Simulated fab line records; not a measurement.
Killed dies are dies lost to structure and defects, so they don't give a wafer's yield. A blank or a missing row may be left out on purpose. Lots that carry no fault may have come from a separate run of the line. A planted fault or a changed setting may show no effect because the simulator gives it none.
fab line records    flow n5_finfet    part 1 of 2: steps 1 to 4 of 6
[record] lots = 24  wafers = 72  last_day = 18
route steps=1938 shown FIN_SAQP@124 STI_FIN_REVEAL@189 DUMMY_GATE@236
lots with no fault: from the same line, run without faults
start_h: hours from the record's opening day to when the first of the lot's shown wafers began    wait_h: hours from the lot's prior step to this one    " as in the row above    L1.1+2: one row covering several wafers at once    - no value present, or no start provided    * or withheld: withheld    < > ~ a bound
route shown NAME@n: a module of which the file shows steps, and the number in the route of the first    usual: mean and standard deviation over wafers with no fault    same: alike in all rows    chamber/n: place in a boat    sites: each site's reading    _std_site: the values' standard deviation    _edge_site: inner sites' mean taken away from outer sites' mean    radius_mm: how far each site lies from the wafer's centre    mask NAME#n: copy n    behind: the last tool/chamber to shape the wafer    hold: reason for holding the lot/hours on hold/outcome of the hold    device: the n, p or np transistor that did not switch    end of line: tests run on the same wafers once the route is complete    for a step that has no rows: nothing shown but its recipe    killed: dies lost to structure and defects at the first sort, not the wafer's yield    map: shows each die of a wafer: x if killed, . if not, _ if none is there
set.NAME: the setting the step ran with; set.NAME@STEP: the setting that earlier step ran with    model.NAME: the simulator's own value behind a step, which no gauge read
one table for each step of the route and one row for each wafer, over a sample of lots
services: a tool's chamber out of use, with start hour (start_h, from the record's first day; less than 0 if before it), hours out, and reason
[[steps]]
[step N5_FIN_SAQP_RECESS_75]
[recipe] chemistry = HF/NH3  target = SiO2  target_depth_a = 144  afs_cycles = 3  temp_c = 30  sublimation_temp_c = 180  sublimation_time_s = 60
[usual] drypump_motor_current_A = 5.8/0.32  sublimation_temp_c = 180.00/0.15
[same] sublimation_time_s = 60
lot.wafer  tool           chamber  start_h  wait_h  drypump_motor_current_A  sublimation_temp_c
L074.3     vapor_etch-02  0        22.42    0.1     6.2                      180.12
L074.5     "              1        "        "       5.6                      179.89
L074.6     "              0        "        "       6.2                      179.94
L075.1     vapor_etch-02  0        29.59    0.0     6.2                      180.15
L075.2     "              1        "        "       5.6                      179.96
L075.6     "              1        "        "       5.6                      179.79
L076.4     vapor_etch-02  1        34.93    0.1     5.5                      179.95
L076.5     "              1        "        "       5.6                      179.74
L076.6     "              0        "        "       6.2                      180.02
L077.2     vapor_etch-01  1        40.03    0.0     5.8                      180.27
L077.5     "              0        "        "       5.4                      180.00
L077.6     "              1        "        "       5.8                      180.08
L078.3     vapor_etch-02  1        47.16    0.1     5.5                      180.05
L078.4     "              0        "        "       6.2                      179.91
L078.6     "              0        "        "       6.2                      179.78
L079.2     vapor_etch-02  1        52.70    0.0     5.6                      180.00
L079.3     "              0        "        "       6.2                      179.87
L079.4     "              1        "        "       5.6                      180.08
L080.2     vapor_etch-02  0        58.92    0.0     6.2                      179.78
L080.5     "              1        "        "       5.6                      179.98
L080.6     "              0        "        "       6.2                      179.75
L081.1     vapor_etch-02  0        64.90    0.0     6.2                      180.37
L081.4     "              0        "        "       6.2                      180.21
L081.5     "              1        "        "       5.6                      179.92
L082.1     vapor_etch-02  0        72.18    0.0     6.2                      179.92
L082.3     "              1        "        "       5.6                      179.96
L082.4     "              0        "        "       6.2                      179.97
L083.3     vapor_etch-01  0        77.07    0.1     5.4                      180.17
L083.5     "              0        "        "       5.4                      180.18
L083.6     "              1        "        "       5.8                      180.22
L084.2     vapor_etch-02  1        83.47    0.0     5.6                      179.92
L084.3     "              1        "        "       5.6                      180.21
L084.5     "              0        "        "       6.2                      179.93
L085.2     vapor_etch-02  0        89.36    0.0     6.2                      180.02
L085.3     "              1        "        "       5.6                      179.89
L085.4     "              0        "        "       6.2                      179.62
L086.1     vapor_etch-01  1        96.61    0.0     5.9                      179.88
L086.5     "              0        "        "       5.4                      179.81
L086.6     "              1        "        "       5.8                      179.94
L087.1     vapor_etch-02  1        103.89   0.0     5.6                      180.10
L087.3     "              0        "        "       6.2                      179.92
L087.6     "              1        "        "       5.6                      180.12
L088.1     vapor_etch-02  1        106.37   0.0     5.5                      179.67
L088.5     "              0        "        "       6.2                      180.05
L088.6     "              1        "        "       5.6                      179.98
L089.2     vapor_etch-02  1        112.79   0.0     5.6                      179.75
L089.5     "              0        "        "       6.2                      180.10
L089.6     "              1        "        "       5.6                      179.74
L090.1     vapor_etch-01  1        120.26   0.2     5.8                      180.10
L090.3     "              0        "        "       5.4                      180.20
L090.4     "              1        "        "       5.8                      179.99
L091.1     vapor_etch-01  1        125.45   0.1     5.8                      180.04
L091.2     "              0        "        "       5.4                      179.77
L091.3     "              0        "        "       5.4                      179.96
L092.1     vapor_etch-02  1        131.73   0.0     5.6                      179.85
L092.4     "              0        "        "       6.2                      180.23
L092.6     "              0        "        "       6.2                      180.03
L093.1     vapor_etch-02  0        136.56   0.0     6.2                      180.11
L093.2     "              1        "        "       5.6                      179.84
L093.4     "              1        "        "       5.6                      179.99
L094.1     vapor_etch-02  1        142.18   0.0     5.6                      180.23
L094.5     "              0        "        "       6.2                      180.00
L094.6     "              1        "        "       5.6                      180.05
L095.3     vapor_etch-02  0        149.02   0.1     6.2                      179.81
L095.5     "              0        "        "       6.2                      180.09
L095.6     "              1        "        "       5.6                      180.21
L096.1     vapor_etch-02  0        155.08   0.3     6.2                      180.12
L096.2     "              1        "        "       5.6                      179.95
L096.4     "              0        "        "       6.2                      180.12
L097.2     vapor_etch-01  0        160.48   0.0     5.4                      179.98
L097.3     "              1        "        "       5.8                      180.12
L097.5     "              0        "        "       5.4                      179.93
[step N5_FIN_SAQP_MANDREL2_REMOVE_60]
[recipe] chemistry = HBr/Cl2/O2  bt_time_s = 10  target = a-Si  stop_on = SiNx  endpoint = OES-SiCl  over_etch_frac = 1  icp_w = 600  bias_w = 22  HBr_flow_sccm = 150  Cl2_flow_sccm = 80  O2_flow_sccm = 5  pressure_mtorr = 10
[usual] bias_w = 22.01/0.074  drypump_motor_current_A = 5.5/0.43  oes_o_777_au = 0.99/0.05  oes_product_au = 0.999/0.025  throttle_valve_pct = 36.72/0.24
lot.wafer  tool       chamber  start_h  wait_h  bias_w  drypump_motor_current_A  oes_o_777_au  oes_product_au  rf_hours_counter_h  throttle_valve_pct
L074.3     rie_si-03  1        25.47    0.1     21.90   5.7                      0.96          1.022           179                 36.40
L074.5     "          3        "        "       21.90   5.3                      1.03          1.037           -                   36.54
L074.6     "          0        "        "       22.00   5.0                      1.02          1.024           -                   36.85
L075.1     rie_si-01  1        32.33    0.1     22.04   6.3                      1.01          0.997           61                  36.67
L075.2     "          2        "        "       21.99   5.1                      0.92          0.976           45                  36.88
L075.6     "          3        "        "       21.96   6.2                      0.94          1.008           -                   36.47
L076.4     rie_si-03  3        37.56    0.1     22.03   5.3                      1.04          1.042           112                 36.54
L076.5     "          3        "        "       21.99   5.3                      1.04          1.050           -                   36.55
L076.6     "          0        "        "       21.94   5.0                      1.02          1.024           -                   36.83
L077.2     rie_si-01  1        43.44    0.1     22.02   6.3                      1.00          1.007           61                  36.68
L077.5     "          3        "        "       22.02   6.1                      0.96          1.003           -                   36.50
L077.6     "          2        "        "       22.09   5.0                      0.93          0.975           -                   36.89
L078.3     rie_si-06  0        49.94    0.1     21.96   5.2                      1.03          0.992           175                 36.50
L078.4     "          1        "        "       21.96   5.9                      1.02          1.003           -                   37.27
L078.6     "          0        "        "       21.94   5.2                      1.03          0.994           -                   36.49
L079.2     rie_si-03  2        55.44    0.1     22.18   5.3                      0.97          0.987           6                   37.07
L079.3     "          3        "        "       21.97   5.3                      1.03          1.038           113                 36.55
L079.4     "          1        "        "       21.98   5.7                      0.96          1.020           180                 36.40
L080.2     rie_si-01  0        61.65    0.1     22.22   5.6                      0.93          0.950           111                 36.55
L080.5     "          2        "        "       22.01   5.0                      0.92          0.965           -                   36.90
L080.6     "          1        "        "       22.06   6.3                      1.01          1.010           -                   36.68
L081.1     rie_si-01  2        67.63    0.1     22.06   5.0                      0.92          0.973           46                  36.86
L081.4     "          0        "        "       21.94   5.6                      0.94          0.958           111                 36.56
L081.5     "          2        "        "       21.96   5.1                      0.91          0.977           -                   36.88
L082.1     rie_si-06  1        76.55    0.1     22.03   5.8                      1.03          1.007           27                  37.25
L082.3     "          2        "        "       22.02   5.5                      1.09          1.003           11                  36.94
L082.4     "          0        "        "       21.92   5.2                      1.03          1.001           175                 36.49
L083.3     rie_si-06  0        80.41    0.1     22.05   5.2                      1.03          0.994           175                 36.52
L083.5     "          3        "        "       22.03   5.8                      0.91          0.985           -                   36.58
L083.6     "          2        "        "       21.83   5.5                      1.10          0.989           -                   36.93
L084.2     rie_si-03  1        86.57    0.1     21.99   5.7                      0.96          1.013           180                 36.38
L084.3     "          0        "        "       21.93   5.0                      1.02          1.024           52                  36.81
L084.5     "          0        "        "       21.86   5.0                      1.02          1.030           -                   36.83
L085.2     rie_si-03  2        93.27    0.1     22.14   5.3                      0.97          0.974           7                   37.06
L085.3     "          1        "        "       22.03   5.7                      0.96          1.001           181                 36.39
L085.4     "          0        "        "       22.15   5.0                      1.02          1.031           52                  36.83
L086.1     rie_si-03  1        101.73   0.1     21.98   5.7                      0.96          1.019           181                 36.39
L086.5     "          3        "        "       22.06   5.3                      1.04          1.043           -                   36.55
L086.6     "          0        "        "       21.95   5.0                      1.02          1.031           -                   36.83
L087.1     rie_si-06  2        106.62   0.1     22.03   5.5                      1.08          1.007           12                  36.94
L087.3     "          3        "        "       22.11   5.8                      0.91          0.984           1                   36.60
L087.6     "          1        "        "       22.01   5.8                      1.02          1.012           -                   37.24
L088.1     rie_si-01  1        109.52   0.1     21.92   6.3                      1.00          1.004           62                  36.69
L088.5     "          1        "        "       22.00   6.2                      1.00          1.011           -                   36.67
L088.6     "          0        "        "       22.09   5.6                      0.95          0.969           -                   36.55
L089.2     rie_si-01  3        115.84   0.1     21.87   6.2                      0.95          0.994           181                 36.47
L089.5     "          3        "        "       21.95   6.1                      0.95          0.994           -                   36.47
L089.6     "          2        "        "       21.99   5.1                      0.92          0.966           -                   36.88
L090.1     rie_si-06  3        123.40   0.1     21.84   5.8                      0.90          0.978           1                   36.59
L090.3     "          0        "        "       22.00   5.2                      1.04          0.996           176                 36.49
L090.4     "          2        "        "       21.94   5.5                      1.10          0.987           12                  36.93
L091.1     rie_si-01  3        128.66   0.1     22.03   6.2                      0.96          0.994           181                 36.49
L091.2     "          0        "        "       22.04   5.5                      0.95          0.954           113                 36.58
L091.3     "          2        "        "       22.11   5.0                      0.93          0.975           47                  36.90
L092.1     rie_si-01  2        134.55   0.1     22.04   5.0                      0.93          0.967           47                  36.89
L092.4     "          1        "        "       22.03   6.3                      1.00          0.999           63                  36.68
L092.6     "          3        "        "       22.12   6.1                      0.95          0.987           -                   36.47
L093.1     rie_si-06  0        139.59   0.1     22.03   5.2                      1.04          0.991           177                 36.51
L093.2     "          3        "        "       21.99   5.8                      0.91          0.990           1                   36.57
L093.4     "          1        "        "       22.00   5.9                      1.02          1.002           28                  37.26
L094.1     rie_si-01  2        145.21   0.1     22.02   5.0                      0.91          0.977           47                  36.86
L094.5     "          2        "        "       22.13   5.0                      0.92          0.983           -                   36.89
L094.6     "          3        "        "       22.02   6.1                      0.95          1.000           -                   36.47
L095.3     rie_si-03  0        151.90   0.1     21.90   5.0                      1.03          1.026           54                  36.83
L095.5     "          3        "        "       22.02   5.3                      1.03          1.044           -                   36.55
L095.6     "          2        "        "       21.99   5.3                      0.96          0.959           -                   37.07
L096.1     rie_si-01  1        158.67   0.1     22.01   6.3                      1.01          1.009           63                  36.68
L096.2     "          3        "        "       22.04   6.1                      0.95          0.995           182                 36.48
L096.4     "          2        "        "       22.02   5.0                      0.92          0.973           47                  36.89
L097.2     rie_si-03  1        163.65   0.1     21.89   5.7                      0.96          1.008           182                 36.40
L097.3     "          0        "        "       21.94   5.0                      1.02          1.034           54                  36.84
L097.5     "          3        "        "       22.03   5.3                      1.04          1.026           -                   36.52
[step N5_FIN_SAQP_ETCH_64]
[recipe] chemistry = CF4  target = SiO2  target_depth_a = 15  ion_energy_ev = 350  pressure_mtorr = 10  icp_w = 800  bias_w = 400  cf4_flow_sccm = 80
[usual] bias_w = 399.9/1.2  drypump_motor_current_A = 5.5/0.38  oes_product_au = 0.997/0.029  throttle_valve_pct = 21.76/0.21
lot.wafer  tool       chamber  start_h  wait_h  bias_w  drypump_motor_current_A  oes_product_au  rf_hours_counter_h  throttle_valve_pct
L074.3     rie_si-06  3        25.97    0.0     399.0   5.8                      0.988           205                 21.86
L074.5     "          0        "        "       401.7   5.2                      1.017           -                   21.49
L074.6     "          1        "        "       399.7   5.9                      1.015           -                   22.19
L075.1     rie_si-06  1        32.75    0.0     401.0   5.8                      1.022           26                  22.19
L075.2     "          2        "        "       399.2   5.5                      1.027           10                  21.75
L075.6     "          1        "        "       400.1   5.8                      1.024           -                   22.19
L076.4     rie_si-01  0        37.98    0.0     399.8   5.6                      0.937           111                 21.65
L076.5     "          0        "        "       400.3   5.5                      0.941           -                   21.67
L076.6     "          3        "        "       401.8   6.1                      1.005           -                   21.76
L077.2     rie_si-03  2        43.86    0.0     399.0   5.3                      0.981           6                   22.09
L077.5     "          2        "        "       397.9   5.3                      0.969           -                   22.06
L077.6     "          1        "        "       398.5   5.7                      0.996           -                   21.50
L078.3     rie_si-01  0        50.46    0.0     399.1   5.5                      0.942           111                 21.67
L078.4     "          3        "        "       400.4   6.2                      0.997           180                 21.75
L078.6     "          3        "        "       399.5   6.2                      0.996           -                   21.75
L079.2     rie_si-06  2        55.87    0.0     400.7   5.5                      1.029           11                  21.74
L079.3     "          1        "        "       399.0   5.9                      1.021           26                  22.19
L079.4     "          0        "        "       401.0   5.2                      1.005           -                   21.49
L080.2     rie_si-03  3        62.17    0.0     399.0   5.3                      1.033           113                 21.67
L080.5     "          2        "        "       399.9   5.3                      0.974           -                   22.09
L080.6     "          1        "        "       401.3   5.7                      1.001           -                   21.49
L081.1     rie_si-06  2        68.05    0.0     400.0   5.5                      1.029           11                  21.77
L081.4     "          0        "        "       398.7   5.2                      1.018           175                 21.49
L081.5     "          3        "        "       401.2   5.8                      0.964           -                   21.78
L082.1     rie_si-03  3        76.97    0.0     401.2   5.3                      1.044           113                 21.69
L082.3     "          0        "        "       399.2   5.0                      1.031           52                  21.85
L082.4     "          2        "        "       400.2   5.3                      0.963           7                   22.06
L083.3     rie_si-03  0        80.85    0.0     398.7   5.0                      1.027           52                  21.86
L083.5     "          2        "        "       399.7   5.3                      0.966           -                   22.08
L083.6     "          1        "        "       399.9   5.7                      0.998           -                   21.48
L084.2     rie_si-01  3        86.99    0.0     399.7   6.2                      1.001           181                 21.76
L084.3     "          0        "        "       399.2   5.6                      0.958           112                 21.66
L084.5     "          2        "        "       400.4   5.0                      0.976           -                   21.68
L085.2     rie_si-01  3        93.69    0.0     400.1   6.2                      0.981           181                 21.75
L085.3     "          1        "        "       400.4   6.3                      1.002           62                  21.78
L085.4     "          2        "        "       399.0   5.0                      0.960           46                  21.69
L086.1     rie_si-06  0        102.58   0.0     398.2   5.2                      1.011           176                 21.48
L086.5     "          3        "        "       401.2   5.8                      0.977           -                   21.79
L086.6     "          0        "        "       399.9   5.2                      1.028           -                   21.48
L087.1     rie_si-03  3        107.23   0.0     398.0   5.3                      1.042           114                 21.68
L087.3     "          0        "        "       399.7   5.0                      1.036           53                  21.86
L087.6     "          2        "        "       400.3   5.3                      0.978           -                   22.07
L088.1     rie_si-06  0        109.99   0.0     397.9   5.2                      1.018           176                 21.50
L088.5     "          3        "        "       400.2   5.8                      0.966           -                   21.79
L088.6     "          0        "        "       400.2   5.2                      1.005           -                   21.48
L089.2     rie_si-06  0        116.40   0.0     401.4   5.2                      1.014           176                 21.52
L089.5     "          0        "        "       399.5   5.2                      1.024           -                   21.48
L089.6     "          1        "        "       397.7   5.8                      1.020           -                   22.17
L090.1     rie_si-03  2        123.82   0.0     401.5   5.3                      0.970           7                   22.09
L090.3     "          3        "        "       399.7   5.3                      1.037           114                 21.69
L090.4     "          1        "        "       398.8   5.7                      0.996           181                 21.50
L091.1     rie_si-06  1        129.08   0.0     399.2   5.8                      1.021           28                  22.19
L091.2     "          0        "        "       399.2   5.2                      1.020           176                 21.48
L091.3     "          3        "        "       399.6   5.8                      0.964           1                   21.76
L092.1     rie_si-03  2        134.98   0.0     401.7   5.3                      0.958           8                   22.07
L092.4     "          3        "        "       399.8   5.3                      1.035           114                 21.69
L092.6     "          1        "        "       397.9   5.7                      1.002           -                   21.50
L093.1     rie_si-01  0        140.11   0.0     399.7   5.5                      0.933           113                 21.67
L093.2     "          3        "        "       402.1   6.1                      0.979           182                 21.74
L093.4     "          2        "        "       399.6   5.1                      0.968           47                  21.67
L094.1     rie_si-03  0        145.64   0.0     399.5   5.0                      1.038           54                  21.84
L094.5     "          2        "        "       401.5   5.3                      0.960           -                   22.07
L094.6     "          1        "        "       399.8   5.7                      0.996           -                   21.51
L095.3     rie_si-01  1        152.33   0.0     402.2   6.3                      0.987           63                  21.78
L095.5     "          0        "        "       397.7   5.6                      0.947           -                   21.64
L095.6     "          3        "        "       399.7   6.1                      0.978           -                   21.74
L096.1     rie_si-06  0        159.10   0.0     400.6   5.2                      1.001           177                 21.50
L096.2     "          1        "        "       398.8   5.9                      1.016           28                  22.19
L096.4     "          2        "        "       401.4   5.5                      1.013           13                  21.75
L097.2     rie_si-01  0        164.08   0.0     401.9   5.6                      0.949           113                 21.68
L097.3     "          2        "        "       400.5   5.0                      0.973           47                  21.67
L097.5     "          2        "        "       399.5   5.0                      0.978           -                   21.70
[step N5_FIN_SAQP_OCD_MEAS_76]
[usual] trench_depth_nm = 119.7/2.9
lot.wafer  tool    chamber  start_h  wait_h  trench_depth_nm
L074.3     ocd-01  -        26.22    0.0     120.1
L074.5     "       -        "        "       125.3
L074.6     "       -        "        "       122.8
L075.1     ocd-02  -        32.99    0.0     123.0
L075.2     "       -        "        "       123.8
L075.6     "       -        "        "       123.1
L076.4     ocd-02  -        38.22    0.0     115.1
L076.5     "       -        "        "       115.2
L076.6     "       -        "        "       119.9
L077.2     ocd-01  -        44.10    0.0     118.5
L077.5     "       -        "        "       119.6
L077.6     "       -        "        "       116.6
L078.3     ocd-01  -        50.70    0.0     114.8
L078.4     "       -        "        "       121.2
L078.6     "       -        "        "       121.2
L079.2     ocd-01  -        56.11    0.0     123.4
L079.3     "       -        "        "       123.4
L079.4     "       -        "        "       123.8
L080.2     ocd-01  -        62.41    0.0     121.5
L080.5     "       -        "        "       118.0
L080.6     "       -        "        "       116.6
L081.1     ocd-02  -        68.29    0.0     125.5
L081.4     "       -        "        "       123.7
L081.5     "       -        "        "       117.4
L082.1     ocd-01  -        77.25    0.0     122.5
L082.3     "       -        "        "       120.6
L082.4     "       -        "        "       118.9
L083.3     ocd-02  -        81.09    0.0     121.1
L083.5     "       -        "        "       118.9
L083.6     "       -        "        "       116.7
L084.2     ocd-02  -        87.23    0.0     118.5
L084.3     "       -        "        "       116.1
L084.5     "       -        "        "       117.5
L085.2     ocd-02  -        93.93    0.0     118.6
L085.3     "       -        "        "       117.4
L085.4     "       -        "        "       117.7
L086.1     ocd-02  -        102.82   0.0     123.9
L086.5     "       -        "        "       119.0
L086.6     "       -        "        "       124.0
L087.1     ocd-02  -        107.47   0.0     121.4
L087.3     "       -        "        "       119.6
L087.6     "       -        "        "       116.6
L088.1     ocd-02  -        110.23   0.0     122.5
L088.5     "       -        "        "       117.6
L088.6     "       -        "        "       123.9
L089.2     ocd-01  -        116.68   0.0     123.1
L089.5     "       -        "        "       124.3
L089.6     "       -        "        "       122.2
L090.1     ocd-01  -        124.06   0.0     116.4
L090.3     "       -        "        "       122.4
L090.4     "       -        "        "       116.9
L091.1     ocd-01  -        129.32   0.0     121.8
L091.2     "       -        "        "       122.3
L091.3     "       -        "        "       117.2
L092.1     ocd-02  -        135.25   0.0     117.5
L092.4     "       -        "        "       123.6
L092.6     "       -        "        "       117.6
L093.1     ocd-01  -        140.35   0.0     116.2
L093.2     "       -        "        "       117.4
L093.4     "       -        "        "       118.0
L094.1     ocd-01  -        145.88   0.0     120.8
L094.5     "       -        "        "       116.6
L094.6     "       -        "        "       117.0
L095.3     ocd-02  -        152.57   0.0     119.0
L095.5     "       -        "        "       115.5
L095.6     "       -        "        "       118.9
L096.1     ocd-02  -        159.34   0.0     122.3
L096.2     "       -        "        "       121.7
L096.4     "       -        "        "       121.7
L097.2     ocd-02  -        164.32   0.0     116.3
L097.3     "       -        "        "       119.0
L097.5     "       -        "        "       118.9
